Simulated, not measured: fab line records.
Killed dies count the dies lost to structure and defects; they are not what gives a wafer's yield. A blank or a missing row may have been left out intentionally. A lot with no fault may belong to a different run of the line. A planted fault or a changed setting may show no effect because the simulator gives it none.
Which tool did it? | flow nand harc | route of 1302 steps, sampled at 1 step: 7 lots, 21 wafers

## WHAT THE GAUGES READ, wafer by wafer
NHARC_A_CONTACT_OVL_MEAS_70.
lot  | measured     | on         | overlay x nm (nm)
L393 | day 22 13:53 | overlay-02 | -0.4 -0.5 -0.2
L395 | day 23 20:16 | overlay-02 | -0.7 -0.6 -1.0
L398 | day 24 01:26 | overlay-02 | -1.4 -1.1 -1.4
L408 | day 29 10:10 | overlay-02 | 1.2 0.9 1.0
L413 | day 30 10:59 | overlay-01 | 1.4 0.6 0.9
L412 | day 30 20:45 | overlay-02 | -1.2 -1.6 -1.6
L414 | day 31 09:50 | overlay-01 | 1.4 0.8 -0.1

## TOOL THAT RAN EACH LOT (tool first, then ch and the chambers of the sampled wafers, then the start)
Before these readings, the record contains no process step.

## THE ANSWER, worked out from the rows above alone
Rule: the usual values come from the lots themselves. The widest of any qualifying gaps counts: lots, ordered by their means at a reading, are off when they make up no more than a third of the lots, leave a main group of 4 or more, and stand apart from it by 3 or more times the standard deviation of that group's means. A main group is skipped when, at the precision printed for the reading in the tables above, its means are all equal. A lot without any number at a reading at which 4 lots or more have one is off too. The other lots that the step has rows for count as sound.
No lot is off at any reading shown: from this, nothing can be told.

## WHAT THE SIMULATOR PUT IN
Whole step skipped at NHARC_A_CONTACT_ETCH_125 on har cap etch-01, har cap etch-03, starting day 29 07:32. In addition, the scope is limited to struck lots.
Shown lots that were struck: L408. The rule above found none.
